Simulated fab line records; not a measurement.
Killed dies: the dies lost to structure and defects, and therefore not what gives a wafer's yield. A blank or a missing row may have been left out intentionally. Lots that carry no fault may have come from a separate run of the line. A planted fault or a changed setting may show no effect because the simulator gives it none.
Which tool was responsible? / flow n5 finfet / 72 wafers from 24 lots sampled at 4 of the route's 1938 steps

WHAT THE GAUGES READ, wafer by wafer
N5_MOL_CONTACT_COAG_INSPECT_42: inspects for defects (brightfield). Usual: raw defect count 222, standard deviation 51.
lot=L074; measured=day 5 05:11; on=defect inspect-01; raw defect count=231 283 258; flag=
lot=L075; measured=day 5 13:47; on=defect inspect-02; raw defect count=227 243 259; flag=
lot=L076; measured=day 5 18:58; on=defect inspect-02; raw defect count=247 196 148; flag=
lot=L077; measured=day 5 20:55; on=defect inspect-02; raw defect count=227 252 242; flag=
lot=L078; measured=day 6 04:01; on=defect inspect-01; raw defect count=236 150 192; flag=
lot=L079; measured=day 6 15:05; on=defect inspect-02; raw defect count=135 195 162; flag=
lot=L080; measured=day 6 18:36; on=defect inspect-02; raw defect count=214 214 185; flag=
lot=L081; measured=day 7 09:05; on=defect inspect-02; raw defect count=206 180 266; flag=
lot=L082; measured=day 7 10:54; on=defect inspect-01; raw defect count=226 306 286; flag=
lot=L083; measured=day 7 13:02; on=defect inspect-01; raw defect count=224 255 291; flag=
lot=L084; measured=day 7 17:52; on=defect inspect-02; raw defect count=115 192 161; flag=
lot=L085; measured=day 8 01:19; on=defect inspect-01; raw defect count=288 222 240; flag=
lot=L086; measured=day 8 05:34; on=defect inspect-02; raw defect count=246 273 272; flag=
lot=L087; measured=day 8 10:27; on=defect inspect-01; raw defect count=227 215 221; flag=
lot=L088; measured=day 8 19:35; on=defect inspect-01; raw defect count=178 148 147; flag=
lot=L089; measured=day 9 01:00; on=defect inspect-02; raw defect count=219 146 198; flag=
lot=L090; measured=day 9 02:01; on=defect inspect-01; raw defect count=252 287 233; flag=
lot=L091; measured=day 9 07:44; on=defect inspect-01; raw defect count=273 126 151; flag=
lot=L092; measured=day 9 14:53; on=defect inspect-02; raw defect count=247 223 182; flag=
lot=L093; measured=day 9 20:46; on=defect inspect-01; raw defect count=216 386 199; flag=
lot=L094; measured=day 10 08:32; on=defect inspect-01; raw defect count=142 211 218; flag=
lot=L095; measured=day 10 08:43; on=defect inspect-02; raw defect count=281 248 259; flag=
lot=L096; measured=day 10 16:54; on=defect inspect-01; raw defect count=240 220 237; flag=
lot=L097; measured=day 10 20:32; on=defect inspect-01; raw defect count=249 327 302; flag=

N5_BEOL_M0_SAQP_CD_MEAS_14: the cd target is 42.5 nm. Usual: cd nm 42.4 nm, standard deviation 0.38.
lot=L074; measured=day 5 12:08; on=cd sem-03; cd nm (nm)=42.3 42.0 42.4; flag=
lot=L075; measured=day 5 19:58; on=cd sem-02; cd nm (nm)=42.4 42.7 43.0; flag=
lot=L076; measured=day 6 02:17; on=cd sem-03; cd nm (nm)=42.2 42.4 42.6; flag=
lot=L077; measured=day 6 08:50; on=cd sem-01; cd nm (nm)=42.0 42.1 41.9; flag=
lot=L078; measured=day 6 10:34; on=cd sem-01; cd nm (nm)=42.5 42.4 42.6; flag=
lot=L079; measured=day 6 22:08; on=cd sem-03; cd nm (nm)=42.2 42.6 42.2; flag=
lot=L080; measured=day 7 04:16; on=cd sem-01; cd nm (nm)=41.9 42.5 42.3; flag=
lot=L081; measured=day 7 16:27; on=cd sem-01; cd nm (nm)=42.9 43.0 43.1; flag=
lot=L082; measured=day 7 20:40; on=cd sem-01; cd nm (nm)=42.3 42.2 41.9; flag=
lot=L083; measured=day 7 21:53; on=cd sem-03; cd nm (nm)=43.2 42.3 42.6; flag=
lot=L084; measured=day 8 00:43; on=cd sem-02; cd nm (nm)=42.9 42.3 42.4; flag=
lot=L085; measured=day 8 08:47; on=cd sem-03; cd nm (nm)=42.6 42.3 43.0; flag=
lot=L086; measured=day 8 14:32; on=cd sem-03; cd nm (nm)=43.0 42.6 42.4; flag=
lot=L087; measured=day 8 17:04; on=cd sem-03; cd nm (nm)=42.2 43.2 42.3; flag=
lot=L088; measured=day 9 03:03; on=cd sem-03; cd nm (nm)=42.4 42.2 42.0; flag=
lot=L089; measured=day 9 07:28; on=cd sem-03; cd nm (nm)=42.0 42.4 42.9; flag=
lot=L090; measured=day 9 10:26; on=cd sem-01; cd nm (nm)=43.4 43.1 42.7; flag=
lot=L091; measured=day 9 14:28; on=cd sem-03; cd nm (nm)=42.4 42.4 42.0; flag=
lot=L092; measured=day 9 21:39; on=cd sem-01; cd nm (nm)=43.2 42.5 42.6; flag=
lot=L093; measured=day 10 03:30; on=cd sem-02; cd nm (nm)=42.5 42.9 42.2; flag=
lot=L094; measured=day 10 16:04; on=cd sem-01; cd nm (nm)=41.8 41.4 41.9; flag=
lot=L095; measured=day 10 19:20; on=cd sem-01; cd nm (nm)=42.7 42.5 42.3; flag=
lot=L096; measured=day 11 01:46; on=cd sem-02; cd nm (nm)=42.0 42.1 41.6; flag=
lot=L097; measured=day 11 02:47; on=cd sem-01; cd nm (nm)=42.9 43.0 42.1; flag=

WHAT TOOL EACH LOT RAN ON (gives the tool, then ch and the chambers of the sampled wafers, and finally the start)
lot=L074; N5_MOL_CONTACT_COAG_STRIP_72=rie diel-04 ch 1,2,3, day 5 05:52; N5_BEOL_M0_SAQP_PECVD_04=pecvd-01 ch 0,1, day 5 11:41
lot=L075; N5_MOL_CONTACT_COAG_STRIP_72=rie diel-01 ch 0,2,3, day 5 14:25; N5_BEOL_M0_SAQP_PECVD_04=pecvd-02 ch 0,1,2, day 5 19:29
lot=L076; N5_MOL_CONTACT_COAG_STRIP_72=rie diel-01 ch 0,2, day 5 19:47; N5_BEOL_M0_SAQP_PECVD_04=pecvd-02 ch 0,1,2, day 6 01:43
lot=L077; N5_MOL_CONTACT_COAG_STRIP_72=rie diel-04 ch 0,2,3, day 5 21:32; N5_BEOL_M0_SAQP_PECVD_04=pecvd-01 ch 1,2, day 6 08:16
lot=L078; N5_MOL_CONTACT_COAG_STRIP_72=rie diel-04 ch 0,1,2, day 6 04:38; N5_BEOL_M0_SAQP_PECVD_04=pecvd-02 ch 0,1,2, day 6 09:59
lot=L079; N5_MOL_CONTACT_COAG_STRIP_72=rie diel-04 ch 0,1,2, day 6 16:09; N5_BEOL_M0_SAQP_PECVD_04=pecvd-02 ch 0,1, day 6 21:33
lot=L080; N5_MOL_CONTACT_COAG_STRIP_72=rie diel-01 ch 1,2, day 6 19:29; N5_BEOL_M0_SAQP_PECVD_04=pecvd-04 ch 0,1, day 7 03:41
lot=L081; N5_MOL_CONTACT_COAG_STRIP_72=rie diel-03 ch 0,1, day 7 10:22; N5_BEOL_M0_SAQP_PECVD_04=pecvd-01 ch 0,1,2, day 7 15:54
lot=L082; N5_MOL_CONTACT_COAG_STRIP_72=rie diel-03 ch 0,1,2, day 7 11:33; N5_BEOL_M0_SAQP_PECVD_04=pecvd-04 ch 0,2, day 7 20:05
lot=L083; N5_MOL_CONTACT_COAG_STRIP_72=rie diel-01 ch 0,1,3, day 7 13:41; N5_BEOL_M0_SAQP_PECVD_04=pecvd-04 ch 0,1,2, day 7 21:17
lot=L084; N5_MOL_CONTACT_COAG_STRIP_72=rie diel-03 ch 0,1,3, day 7 18:29; N5_BEOL_M0_SAQP_PECVD_04=pecvd-01 ch 0,1,2, day 8 00:17
lot=L085; N5_MOL_CONTACT_COAG_STRIP_72=rie diel-04 ch 1,2,3, day 8 01:59; N5_BEOL_M0_SAQP_PECVD_04=pecvd-01 ch 1,2, day 8 08:12
lot=L086; N5_MOL_CONTACT_COAG_STRIP_72=rie diel-04 ch 0,2,3, day 8 06:42; N5_BEOL_M0_SAQP_PECVD_04=pecvd-02 ch 0,1, day 8 13:57
lot=L087; N5_MOL_CONTACT_COAG_STRIP_72=rie diel-03 ch 1,2,3, day 8 11:05; N5_BEOL_M0_SAQP_PECVD_04=pecvd-02 ch 1,2, day 8 16:29
lot=L088; N5_MOL_CONTACT_COAG_STRIP_72=rie diel-03 ch 2,3, day 8 20:30; N5_BEOL_M0_SAQP_PECVD_04=pecvd-04 ch 0,2, day 9 02:35
lot=L089; N5_MOL_CONTACT_COAG_STRIP_72=rie diel-04 ch 0,1,3, day 9 01:41; N5_BEOL_M0_SAQP_PECVD_04=pecvd-02 ch 1,2, day 9 06:53
lot=L090; N5_MOL_CONTACT_COAG_STRIP_72=rie diel-04 ch 1,3, day 9 02:51; N5_BEOL_M0_SAQP_PECVD_04=pecvd-04 ch 0,2, day 9 09:51
lot=L091; N5_MOL_CONTACT_COAG_STRIP_72=rie diel-04 ch 0,1, day 9 08:27; N5_BEOL_M0_SAQP_PECVD_04=pecvd-02 ch 0,1, day 9 13:52
lot=L092; N5_MOL_CONTACT_COAG_STRIP_72=rie diel-04 ch 0,2,3, day 9 15:31; N5_BEOL_M0_SAQP_PECVD_04=pecvd-04 ch 0,1,2, day 9 21:04
lot=L093; N5_MOL_CONTACT_COAG_STRIP_72=rie diel-03 ch 0,2,3, day 9 21:41; N5_BEOL_M0_SAQP_PECVD_04=pecvd-01 ch 1,2, day 10 02:52
lot=L094; N5_MOL_CONTACT_COAG_STRIP_72=rie diel-03 ch 0,3, day 10 09:10; N5_BEOL_M0_SAQP_PECVD_04=pecvd-01 ch 0,2, day 10 15:29
lot=L095; N5_MOL_CONTACT_COAG_STRIP_72=rie diel-01 ch 1,3, day 10 09:21; N5_BEOL_M0_SAQP_PECVD_04=pecvd-04 ch 0,1,2, day 10 18:45
lot=L096; N5_MOL_CONTACT_COAG_STRIP_72=rie diel-01 ch 0,3, day 10 17:32; N5_BEOL_M0_SAQP_PECVD_04=pecvd-02 ch 0,1,2, day 11 01:11
lot=L097; N5_MOL_CONTACT_COAG_STRIP_72=rie diel-01 ch 0,1, day 10 21:18; N5_BEOL_M0_SAQP_PECVD_04=pecvd-01 ch 0,1,2, day 11 02:12
- N5_MOL_CONTACT_COAG_STRIP_72: strips in N2/H2.
- N5_BEOL_M0_SAQP_PECVD_04: deposits a-Si from SiH4/He, target thk 60 nm, time 60.2 s.

WHAT THE TOOLS THEMSELVES READ (means of the sampled wafers that have a number; where no wafer has one, the mark that the record gives instead)
N5_MOL_CONTACT_COAG_STRIP_72. Usual: drypump motor current A 5.50 A, standard deviation 0.29; oes product au 0.78 a.u., standard deviation 0.11; power w 449.8 W, standard deviation 1.3; rf vpp V 59.0 V, standard deviation 1.8; showerhead plenum p Torr 2.53 Torr, standard deviation 0.089; throttle valve pct 23.55 %, standard deviation 0.3.
lot=L074; tool=rie diel-04; drypump motor current A (A)=5.52; oes product au (a.u.)=0.72; power w (W)=450.1; rf vpp V (V)=58.3; showerhead plenum p Torr (Torr)=2.50; throttle valve pct (%)=23.49; flag=
lot=L075; tool=rie diel-01; drypump motor current A (A)=5.46; oes product au (a.u.)=0.83; power w (W)=449.5; rf vpp V (V)=58.3; showerhead plenum p Torr (Torr)=2.51; throttle valve pct (%)=23.44; flag=
lot=L076; tool=rie diel-01; drypump motor current A (A)=5.64; oes product au (a.u.)=0.74; power w (W)=449.8; rf vpp V (V)=57.3; showerhead plenum p Torr (Torr)=2.49; throttle valve pct (%)=23.58; flag=
lot=L077; tool=rie diel-04; drypump motor current A (A)=5.38; oes product au (a.u.)=0.72; power w (W)=450.3; rf vpp V (V)=58.4; showerhead plenum p Torr (Torr)=2.53; throttle valve pct (%)=23.65; flag=
lot=L078; tool=rie diel-04; drypump motor current A (A)=5.63; oes product au (a.u.)=0.71; power w (W)=450.8; rf vpp V (V)=58.4; showerhead plenum p Torr (Torr)=2.48; throttle valve pct (%)=23.50; flag=
lot=L079; tool=rie diel-04; drypump motor current A (A)=5.61; oes product au (a.u.)=0.71; power w (W)=449.1; rf vpp V (V)=61.0; showerhead plenum p Torr (Torr)=2.48; throttle valve pct (%)=23.51; flag=
lot=L080; tool=rie diel-01; drypump motor current A (A)=5.74; oes product au (a.u.)=0.71; power w (W)=448.6; rf vpp V (V)=58.8; showerhead plenum p Torr (Torr)=2.41; throttle valve pct (%)=23.53; flag=
lot=L081; tool=rie diel-03; drypump motor current A (A)=5.84; oes product au (a.u.)=0.89; power w (W)=449.4; rf vpp V (V)=59.5; showerhead plenum p Torr (Torr)=2.61; throttle valve pct (%)=23.41; flag=
lot=L082; tool=rie diel-03; drypump motor current A (A)=5.52; oes product au (a.u.)=0.88; power w (W)=449.4; rf vpp V (V)=57.3; showerhead plenum p Torr (Torr)=2.64; throttle valve pct (%)=23.61; flag=
lot=L083; tool=rie diel-01; drypump motor current A (A)=5.41; oes product au (a.u.)=0.77; power w (W)=449.2; rf vpp V (V)=57.8; showerhead plenum p Torr (Torr)=2.50; throttle valve pct (%)=23.40; flag=
lot=L084; tool=rie diel-03; drypump motor current A (A)=5.70; oes product au (a.u.)=0.84; power w (W)=449.8; rf vpp V (V)=58.1; showerhead plenum p Torr (Torr)=2.60; throttle valve pct (%)=23.58; flag=
lot=L085; tool=rie diel-04; drypump motor current A (A)=5.53; oes product au (a.u.)=0.71; power w (W)=449.7; rf vpp V (V)=60.8; showerhead plenum p Torr (Torr)=2.49; throttle valve pct (%)=23.50; flag=
lot=L086; tool=rie diel-04; drypump motor current A (A)=5.39; oes product au (a.u.)=0.72; power w (W)=451.1; rf vpp V (V)=56.6; showerhead plenum p Torr (Torr)=2.52; throttle valve pct (%)=23.67; flag=
lot=L087; tool=rie diel-03; drypump motor current A (A)=5.39; oes product au (a.u.)=0.82; power w (W)=450.5; rf vpp V (V)=59.1; showerhead plenum p Torr (Torr)=2.63; throttle valve pct (%)=23.79; flag=
lot=L088; tool=rie diel-03; drypump motor current A (A)=5.12; oes product au (a.u.)=0.90; power w (W)=449.4; rf vpp V (V)=61.1; showerhead plenum p Torr (Torr)=2.67; throttle valve pct (%)=23.73; flag=
lot=L089; tool=rie diel-04; drypump motor current A (A)=5.55; oes product au (a.u.)=0.73; power w (W)=451.1; rf vpp V (V)=58.8; showerhead plenum p Torr (Torr)=2.49; throttle valve pct (%)=23.71; flag=
lot=L090; tool=rie diel-04; drypump motor current A (A)=5.68; oes product au (a.u.)=0.72; power w (W)=450.4; rf vpp V (V)=58.1; showerhead plenum p Torr (Torr)=2.45; throttle valve pct (%)=23.55; flag=
lot=L091; tool=rie diel-04; drypump motor current A (A)=5.79; oes product au (a.u.)=0.72; power w (W)=449.4; rf vpp V (V)=57.5; showerhead plenum p Torr (Torr)=2.45; throttle valve pct (%)=23.58; flag=
lot=L092; tool=rie diel-04; drypump motor current A (A)=5.40; oes product au (a.u.)=0.81; power w (W)=449.9; rf vpp V (V)=58.7; showerhead plenum p Torr (Torr)=2.52; throttle valve pct (%)=23.53; flag=
lot=L093; tool=rie diel-03; drypump motor current A (A)=5.40; oes product au (a.u.)=0.90; power w (W)=449.6; rf vpp V (V)=60.3; showerhead plenum p Torr (Torr)=2.62; throttle valve pct (%)=23.56; flag=
lot=L094; tool=rie diel-03; drypump motor current A (A)=5.70; oes product au (a.u.)=0.89; power w (W)=449.7; rf vpp V (V)=58.5; showerhead plenum p Torr (Torr)=2.59; throttle valve pct (%)=23.36; flag=
lot=L095; tool=rie diel-01; drypump motor current A (A)=5.52; oes product au (a.u.)=0.73; power w (W)=451.2; rf vpp V (V)=60.6; showerhead plenum p Torr (Torr)=2.42; throttle valve pct (%)=23.35; flag=
lot=L096; tool=rie diel-01; drypump motor current A (A)=5.30; oes product au (a.u.)=0.74; power w (W)=450.3; rf vpp V (V)=58.4; showerhead plenum p Torr (Torr)=2.56; throttle valve pct (%)=23.58; flag=
lot=L097; tool=rie diel-01; drypump motor current A (A)=5.52; oes product au (a.u.)=0.68; power w (W)=449.6; rf vpp V (V)=59.0; showerhead plenum p Torr (Torr)=2.46; throttle valve pct (%)=23.59; flag=

N5_BEOL_M0_SAQP_PECVD_04. Usual: heater power w 624 W, standard deviation 70; showerhead plenum p Torr 5.64 Torr, standard deviation 0.046; throttle valve pct 18.4 %, standard deviation 0.9.
lot=L074; tool=pecvd-01; heater power w (W)=662; showerhead plenum p Torr (Torr)=5.69; throttle valve pct (%)=19.6; flag=
lot=L075; tool=pecvd-02; heater power w (W)=561; showerhead plenum p Torr (Torr)=5.64; throttle valve pct (%)=17.9; flag=
lot=L076; tool=pecvd-02; heater power w (W)=594; showerhead plenum p Torr (Torr)=5.65; throttle valve pct (%)=18.1; flag=
lot=L077; tool=pecvd-01; heater power w (W)=685; showerhead plenum p Torr (Torr)=5.68; throttle valve pct (%)=19.5; flag=
lot=L078; tool=pecvd-02; heater power w (W)=601; showerhead plenum p Torr (Torr)=5.65; throttle valve pct (%)=18.2; flag=
lot=L079; tool=pecvd-02; heater power w (W)=591; showerhead plenum p Torr (Torr)=5.65; throttle valve pct (%)=18.0; flag=
lot=L080; tool=pecvd-04; heater power w (W)=624; showerhead plenum p Torr (Torr)=5.56; throttle valve pct (%)=18.3; flag=
lot=L081; tool=pecvd-01; heater power w (W)=690; showerhead plenum p Torr (Torr)=5.68; throttle valve pct (%)=18.6; flag=
lot=L082; tool=pecvd-04; heater power w (W)=623; showerhead plenum p Torr (Torr)=5.57; throttle valve pct (%)=18.5; flag=
lot=L083; tool=pecvd-04; heater power w (W)=570; showerhead plenum p Torr (Torr)=5.61; throttle valve pct (%)=18.3; flag=
lot=L084; tool=pecvd-01; heater power w (W)=697; showerhead plenum p Torr (Torr)=5.68; throttle valve pct (%)=18.4; flag=
lot=L085; tool=pecvd-01; heater power w (W)=645; showerhead plenum p Torr (Torr)=5.70; throttle valve pct (%)=19.7; flag=
lot=L086; tool=pecvd-02; heater power w (W)=545; showerhead plenum p Torr (Torr)=5.65; throttle valve pct (%)=18.4; flag=
lot=L087; tool=pecvd-02; heater power w (W)=641; showerhead plenum p Torr (Torr)=5.65; throttle valve pct (%)=17.9; flag=
lot=L088; tool=pecvd-04; heater power w (W)=621; showerhead plenum p Torr (Torr)=5.58; throttle valve pct (%)=18.4; flag=
lot=L089; tool=pecvd-02; heater power w (W)=621; showerhead plenum p Torr (Torr)=5.63; throttle valve pct (%)=18.1; flag=
lot=L090; tool=pecvd-04; heater power w (W)=618; showerhead plenum p Torr (Torr)=5.61; throttle valve pct (%)=18.4; flag=
lot=L091; tool=pecvd-02; heater power w (W)=537; showerhead plenum p Torr (Torr)=5.65; throttle valve pct (%)=18.3; flag=
lot=L092; tool=pecvd-04; heater power w (W)=612; showerhead plenum p Torr (Torr)=5.59; throttle valve pct (%)=18.5; flag=
lot=L093; tool=pecvd-01; heater power w (W)=679; showerhead plenum p Torr (Torr)=5.67; throttle valve pct (%)=18.6; flag=
lot=L094; tool=pecvd-01; heater power w (W)=692; showerhead plenum p Torr (Torr)=5.65; throttle valve pct (%)=17.7; flag=
lot=L095; tool=pecvd-04; heater power w (W)=621; showerhead plenum p Torr (Torr)=5.59; throttle valve pct (%)=18.5; flag=
lot=L096; tool=pecvd-02; heater power w (W)=601; showerhead plenum p Torr (Torr)=5.64; throttle valve pct (%)=17.7; flag=
lot=L097; tool=pecvd-01; heater power w (W)=719; showerhead plenum p Torr (Torr)=5.67; throttle valve pct (%)=18.6; flag=

THE ANSWER, worked out from the rows above alone
Rule: take the mean of a lot's wafers that have a number; if it is more than 3 standard deviations from the usual mean, the lot is off. Also off: a lot with no number at a reading for which 4 or more lots have one. All remaining lots with rows at the step are treated as sound. Order of review: gauges by route order, followed by the tools' own readings, for which a lot's mean as printed above is used. The first step at which some lot is off is used, and at that step the reading that is off furthest; a lot without a number counts as furthest.
No lot is off on any of the readings shown, so nothing can be concluded from this.

WHAT HAD BEEN PUT IN BY THE SIMULATOR
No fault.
